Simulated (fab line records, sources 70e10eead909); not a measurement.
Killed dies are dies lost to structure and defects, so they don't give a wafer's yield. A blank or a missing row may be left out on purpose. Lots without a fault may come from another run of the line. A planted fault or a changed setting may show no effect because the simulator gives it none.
A struck lot beside a sound one | flow nand_harc | 13 steps out of a route of 1302
Sound: wafers L446.2, L446.5, L446.6. Struck: wafers L440.1, L440.2, L440.5. The cause comes at the end.
At each step with rows: each side's tool, then ch and its chambers, then its first start. Under that, the readings that differ: sound wafers | struck wafers | difference of the means | sigmas: that difference in standard deviations of wafers without a fault.
alike: readings whose means differ by less than 2 such deviations, and words and numbers that are the same on both sides. not compared: withheld readings, readings that some wafer has no value for, bounds like >300 that may hide the same value, and numbers for which the record gives no deviation and whose values overlap.
The two part at a step that has a row with sigmas, a row that says differs or no value, or rows on one side only. Numbers that don't overlap but have no deviation are shown without sigmas and don't part them. A reading that every wafer of one side lacks parts them only if that side has two wafers or more.

first, 8 steps without rows for these wafers: NHARC_A_STAIRCASE_HMDS_434 (time 30 s); NHARC_A_STAIRCASE_COAT_435; NHARC_A_STAIRCASE_SOFTBAKE_436 (time 170 s); NHARC_A_STAIRCASE_EBR_437; NHARC_A_STAIRCASE_EXPOSE_438 (exposes mask STAIR REV); NHARC_A_STAIRCASE_PEB_439 (peb time 130 s); NHARC_A_STAIRCASE_DEVELOP_440 (time 140 s); NHARC_A_STAIRCASE_HARDBAKE_442 (time 140 s).
NHARC_A_STAIRCASE_DESCUM_443: chemistry O2, time 3 s.
  sound on rie_diel-11 ch 1,2,3, day 26 19:07; struck on rie_diel-05 ch 1,2,3, day 24 08:41
  reading               | sound             | struck            | difference | sigmas
  oes_product_au (a.u.) | 0.974 0.992 0.989 | 1.009 1.011 1.001 | +0.022     | +2
  alike: drypump_motor_current_A, rf_vpp_V, showerhead_plenum_p_Torr, throttle_valve_pct
  not compared: rf_hours_counter_h
NHARC_A_STAIRCASE_ETCH_444: etches the open film in C4F8/O2, target depth 20400 nm, time 6800 s.
  sound on rie_diel-11 ch 1,2, day 26 19:10; struck on rie_diel-05 ch 0,3, day 24 09:14
  alike: bias_w, oes_product_au, rf_vpp_V
  not compared: rf_hours_counter_h
NHARC_A_STAIRCASE_STRIP_446: strips in O2.
  sound on plasma_asher-01 ch 0,1, day 26 23:38; struck on plasma_asher-02 ch 0,1, day 24 13:19
  no value came back on the struck wafers for drypump_motor_current_A (A), heater_power_w (W), rf_refl_power_W (W); on the sound wafers drypump_motor_current_A (A) reads 5.52 5.49 5.46
  not compared: rf_hours_counter_h
then, 2 steps without rows for these wafers: NHARC_A_STAIRCASE_STRIP_447 (strips in SPM, time 900 s); NHARC_END_SORT_01.

WHERE THEY PART
First at NHARC_A_STAIRCASE_DESCUM_443; last, within this record, at NHARC_A_STAIRCASE_STRIP_446.

WHY: what the simulator had put in
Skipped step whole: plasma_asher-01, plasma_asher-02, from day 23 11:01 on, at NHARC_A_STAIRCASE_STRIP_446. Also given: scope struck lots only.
